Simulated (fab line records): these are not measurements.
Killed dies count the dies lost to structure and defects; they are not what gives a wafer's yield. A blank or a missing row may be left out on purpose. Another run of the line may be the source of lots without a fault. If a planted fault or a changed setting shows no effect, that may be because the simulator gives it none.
fab line records | flow nand_harc | part 2 of 2: steps 5 to 6 of 6
[record] lots = 24 wafers = 72 last_day = 24
route steps=1159 shown P_STI@90 P_GATE@131 P_M0@268
lots untouched by any fault: they come from a run of this same line in which no faults occurred
start_h: the number of hours between the record's first day and the start of the first shown wafer of the lot | wait_h: hours since the lot's step before | " identical to the entry in the row above | L1.1+2: one row covering several wafers at once | - no value present, or no start provided | * or withheld: withheld | < > ~ a bound
route shown NAME@n: names a module that has steps shown in the file, with the first one's number in the route | usual: the fault-free wafers' mean and standard deviation | same: alike in all rows | chamber/n: place in a boat | sites: the reading at each site | _std_site: how widely they spread, as a standard deviation | _edge_site: outer sites' mean less inner sites' | radius_mm: how far each site lies from the wafer's centre | mask NAME#n: copy n | behind: the most recent tool/chamber to have shaped the wafer | hold: cause of the lot's hold/its duration in hours/its outcome | device: which transistor (n, p or np) failed to switch | end of line: the route-end tests of the same wafers | where a step has no rows: the recipe by itself | killed: not the wafer's yield, but the dies lost to structure and defects at the first sort | map: a wafer's dies, x killed, . not, _ none there
set.NAME: the setting as run; set.NAME@STEP: as run at that earlier step | model.NAME: the simulator's own value behind a step, which no gauge read
the route's steps for a sample of lots (tables are steps, rows are wafers)
services: when a tool's chamber went out of use (start_h, in hours from the record's first day, below 0 if earlier), for how many hours, and the reason
[[steps]]
[step NHARC_P_GATE_STRIP_95]
[recipe] power_w = 1500 temp_c = 250 chemistry = O2
[usual] drypump_motor_current_A = 5.66/0.23 heater_power_w = 318/25
// columns lot.wafer tool chamber start_h wait_h drypump_motor_current_A heater_power_w rf_hours_counter_h
L074.1 plasma_asher-02 0 102.63 0.5 5.78 376 25
L074.3 " 0 " " 5.73 363 -
L074.5 " 0 " " 5.75 359 -
L075.1 plasma_asher-01 0 112.04 0.6 5.69 288 2
L075.4 " 0 " " 5.70 286 -
L075.6 " 1 " " 5.91 324 -
L076.2 plasma_asher-01 1 115.62 0.5 5.93 332 4
L076.5 " 0 " " 5.71 285 -
L076.6 " 1 " " 5.94 319 -
L077.4 plasma_asher-02 0 116.42 0.4 5.79 364 -
L077.3 " 1 " " 5.27 294 -
L077.6 " 1 " " 5.31 294 -
L078.2 plasma_asher-02 1 128.69 0.6 5.25 296 35
L078.3 " 1 " " 5.30 297 -
L078.6 " 0 " " 5.79 359 -
L079.2 plasma_asher-01 1 129.36 0.6 5.90 323 7
L079.3 " 0 " " 5.69 288 -
L079.6 " 1 " " 5.89 329 -
L080.1 plasma_asher-01 1 146.71 0.5 5.89 321 12
L080.3 " 0 " " 5.64 285 -
L080.5 " 0 " " 5.69 296 -
L081.2 plasma_asher-02 1 147.16 0.6 5.23 299 40
L081.4 " 1 " " 5.27 305 -
L081.3 " 0 " " 5.79 362 -
L082.2 plasma_asher-01 1 152.93 0.6 5.91 328 15
L082.3 " 1 " " 5.90 325 -
L082.5 " 0 " " 5.67 287 -
L083.1 plasma_asher-01 0 163.68 0.5 5.70 293 19
L083.6 " 1 " " 5.93 318 -
L083.5 " 0 " " 5.71 291 -
L085.1 plasma_asher-02 1 181.71 0.5 5.29 295 52
L085.3 " 0 " " 5.81 355 -
L085.4 " 1 " " 5.29 294 -
L084.2 plasma_asher-02 0 182.95 0.6 5.77 353 53
L084.3 " 1 " " 5.32 292 -
L084.5 " 1 " " 5.32 299 -
L088.1 plasma_asher-01 0 183.49 0.6 5.68 284 25
L088.5 " 0 " " 5.69 286 -
L088.6 " 1 " " 5.90 318 -
L086.3 plasma_asher-01 0 187.99 0.3 5.71 284 -
L086.5 " 1 " " 5.92 323 -
L086.6 " 0 " " 5.70 287 -
L087.1 plasma_asher-01 0 189.03 0.6 5.70 282 29
L087.2 " 1 " " 5.90 328 29
L087.6 " 0 " " 5.68 297 -
L089.2 plasma_asher-02 1 197.01 0.6 5.30 332 2
L089.6 " 1 " " 5.27 316 -
L089.5 " 0 " " 5.79 333 -
L090.2 plasma_asher-01 1 197.63 0.6 5.92 331 34
L090.1 " 0 " " 5.68 278 34
L090.6 " 0 " " 5.66 290 -
L091.1 plasma_asher-02 1 208.28 0.6 5.30 323 4
L091.4 " 1 " " 5.29 327 -
L091.3 " 0 " " 5.77 336 -
L093.4 plasma_asher-02 0 212.74 0.4 5.76 339 -
L093.3 " 1 " " 5.28 329 -
L093.5 " 0 " " 5.79 331 -
L092.2 plasma_asher-02 0 214.76 0.5 5.74 332 7
L092.4 " 1 " " 5.27 328 -
L092.5 " 1 " " 5.30 336 -
L095.2 plasma_asher-01 1 226.75 0.6 5.91 332 41
L095.3 " 1 " " 5.92 330 -
L095.5 " 0 " " 5.71 291 -
L094.1 plasma_asher-02 0 227.15 0.6 5.80 336 10
L094.4 " 0 " " 5.79 323 -
L094.5 " 0 " " 5.82 345 -
L097.2 plasma_asher-02 1 239.09 0.6 5.29 323 13
L097.3 " 0 " " 5.77 322 -
L097.6 " 1 " " 5.28 335 -
L096.1 plasma_asher-01 1 239.87 0.5 5.91 317 46
L096.3 " 0 " " 5.67 285 -
L096.4 " 1 " " 5.90 326 -
[step NHARC_P_M0_ETCH_15]
[recipe] target_depth_a = 1500 overetch_a = 150 time_s = 82.5 c4f8_flow_sccm = withheld ar_flow_sccm = 400 rf_w = 600 bias_w = 300 chemistry = C4F8/Ar
[usual] oes_product_au = 0.951/0.022 rf_vpp_V = 441.2/2.5
// columns lot.wafer tool chamber start_h wait_h oes_product_au rf_hours_counter_h rf_vpp_V
L074.1 rie_diel-09 2 - - 0.926 0.7 439.8
L074.3 " 1 " " 0.919 1.0 442.2
L074.5 " 3 " " 0.932 - 444.4
L075.1 rie_diel-09 1 - - 0.986 2.0 443.8
L075.4 " 2 " " 0.969 1.8 439.0
L075.6 " 1 " " 0.980 - 442.8
L076.2 rie_diel-09 0 - - 0.956 2.2 443.0
L076.6 " 2 " " 0.964 - 440.2
L076.5 " 3 " " 0.975 - 445.6
L077.3 rie_diel-09 0 - - 0.975 2.3 440.6
L077.4 " 1 " " 0.971 2.2 442.5
L077.6 " 0 " " 0.973 - 441.6
L078.2 rie_diel-03 1 - - 0.966 5.6 444.9
L078.3 " 2 " " 0.949 5.6 439.6
L078.6 " 2 " " 0.947 - 438.5
L079.2 rie_diel-09 3 - - 0.970 3.2 444.4
L079.3 " 0 " " 0.947 3.6 441.6
L079.6 " 2 " " 0.938 - 438.2
L080.1 rie_diel-03 3 - - 0.915 9.3 437.1
L080.3 " 0 " " 0.891 8.5 441.6
L080.5 " 2 " " 0.914 - 439.9
L081.2 rie_diel-03 3 - - 0.921 9.4 439.0
L081.4 " 0 " " 0.903 8.6 443.8
L081.3 " 1 " " 0.938 6.7 444.7
L082.2 rie_diel-03 1 - - 0.929 7.5 445.0
L082.3 " 3 " " 0.927 9.8 437.1
L082.5 " 2 " " 0.919 - 440.3
L083.1 rie_diel-03 3 - - 0.920 11.0 440.0
L083.6 " 0 " " 0.908 - 441.1
L083.5 " 1 " " 0.927 - 444.5
L085.3 rie_diel-09 1 - - 0.963 6.1 444.8
L085.4 " 2 " " 0.954 5.5 438.1
L085.1 " 3 " " 0.967 5.9 443.2
L084.3 rie_diel-08 3 - - 0.963 4.1 441.5
L084.2 " 1 " " 0.950 2.6 438.8
L084.5 " 2 " " 0.981 - 442.1
L088.1 rie_diel-09 2 - - 0.953 5.9 439.0
L088.5 " 1 " " 0.972 - 442.8
L088.6 " 2 " " 0.964 - 438.2
L086.3 rie_diel-08 0 - - 0.941 3.4 442.2
L086.6 " 0 " " 0.950 - 440.9
L086.5 " 1 " " 0.966 - 438.3
L087.2 rie_diel-08 0 - - 0.951 3.4 441.1
L087.1 " 2 " " 0.977 4.3 442.4
L087.6 " 0 " " 0.959 - 443.0
L089.2 rie_diel-08 2 - - 0.968 4.4 440.9
L089.6 " 0 " " 0.939 - 442.1
L089.5 " 1 " " 0.942 - 437.1
L090.1 rie_diel-09 3 - - 0.943 6.9 445.3
L090.2 " 0 " " 0.910 7.7 441.6
L090.6 " 3 " " 0.947 - 444.3
L091.1 rie_diel-09 3 - - 0.975 7.1 445.5
L091.4 " 1 " " 0.970 7.6 444.7
L091.3 " 2 " " 0.967 6.8 439.1
L093.4 rie_diel-08 0 - - 0.954 4.3 442.5
L093.3 " 3 " " 0.983 5.2 439.7
L093.5 " 1 " " 0.957 - 438.2
L092.2 rie_diel-08 1 - - 0.963 3.9 438.4
L092.4 " 3 " " 0.950 - 438.4
L092.5 " 2 " " 0.953 - 441.3
L095.3 rie_diel-08 2 - - 0.966 7.1 441.0
L095.2 " 0 " " 0.964 5.6 441.4
L095.5 " 2 " " 0.958 - 441.6
L094.1 rie_diel-09 2 - - 0.924 10.2 439.0
L094.4 " 3 " " 0.936 10.2 443.3
L094.5 " 3 " " 0.927 - 445.8
L097.3 rie_diel-08 2 - - 0.958 7.8 439.4
L097.2 " 0 " " 0.968 6.1 442.4
L097.6 " 2 " " 0.958 - 441.9
L096.3 rie_diel-08 1 - - 0.951 6.5 438.0
L096.1 " 2 " " 0.982 7.9 439.7
L096.4 " 3 " " 0.975 7.6 440.9
[[services]]
// columns tool chamber start_h hours kind
rie_si-01 0 28.13 7.5 repair
plasma_asher-02 - 46.77 0.4 repair
rie_si-01 - 48.70 0.4 repair
rie_diel-07 - 51.27 9.0 pm
rie_si-01 3 54.61 2.0 repair
rie_diel-05 - 55.36 1.2 repair
plasma_asher-02 - 63.87 16.1 repair
rie_diel-13 0 96.44 1.2 repair
plasma_asher-01 - 99.00 9.0 pm
rie_diel-13 - 99.19 9.0 pm
rie_diel-05 - 114.85 0.5 repair
rie_si-01 2 121.47 3.7 repair
rie_diel-05 3 126.77 6.1 repair
rie_si-01 - 127.00 9.0 pm
rie_si-01 - 136.10 0.4 repair
plasma_asher-02 - 137.88 0.8 repair
plasma_asher-01 - 149.32 1.7 repair
rie_diel-05 - 163.79 9.0 pm
plasma_asher-02 - 183.20 9.0 pm
rie_diel-07 2 186.47 15.0 repair
rie_diel-05 - 195.55 0.5 repair
rie_si-01 1 196.14 2.0 repair
rie_diel-07 - 228.27 9.0 pm
rie_diel-05 1 233.10 2.4 repair
